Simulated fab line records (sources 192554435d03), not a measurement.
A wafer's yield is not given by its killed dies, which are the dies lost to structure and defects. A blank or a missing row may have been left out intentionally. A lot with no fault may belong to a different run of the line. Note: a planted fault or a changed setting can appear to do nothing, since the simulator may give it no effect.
Matching of chambers -- flow n5Finfet -- rieDiel-06 running N5_BEOL_M1_STRIP_36: 4 sister chambers
The step strips in N2/H2. 4 wafers are shown with their chamber, then 7 later ones without.

== WAFERS, EACH WITH ITS CHAMBER ==
wafer,chamber,showerheadPlenumPTorr (Torr)
L089.2,2,2.63
L090.3,1,2.41
L092.1,0,2.48
L092.2,3,2.72

== WAFERS WITHOUT THEIR CHAMBER ==
wafer,showerheadPlenumPTorr (Torr)
L092.3,2.41
L092.4,2.63
L092.5,2.63
L092.6,2.72
L096.1,2.47
L096.5,2.72
L096.6,2.47

== WHICH CHAMBER EACH ONE RAN IN ==
wafer,from the rows above,in truth
L092.3,1,1
L092.4,2,2
L092.5,2,2
L092.6,3,3
L096.1,0,0
L096.5,3,3
L096.6,0,0
7 of 7 placed correctly. Can't be placed from these rows: 0. Placed wrongly: 0.
How it was worked out, from the rows above alone: a wafer's distance from a chamber is the root of the sum, over the readings, of the square of ((its reading less the chamber's mean) divided by the reading's scatter). If the next closest chamber is less than 2 further off than the closest, the wafer can't be placed; otherwise it belongs to the closest. The mean given for a chamber averages the wafers shown for that chamber. The scatter: root of mean squared gap, hidden wafer to nearest shown wafer, with one shown wafer a chamber.
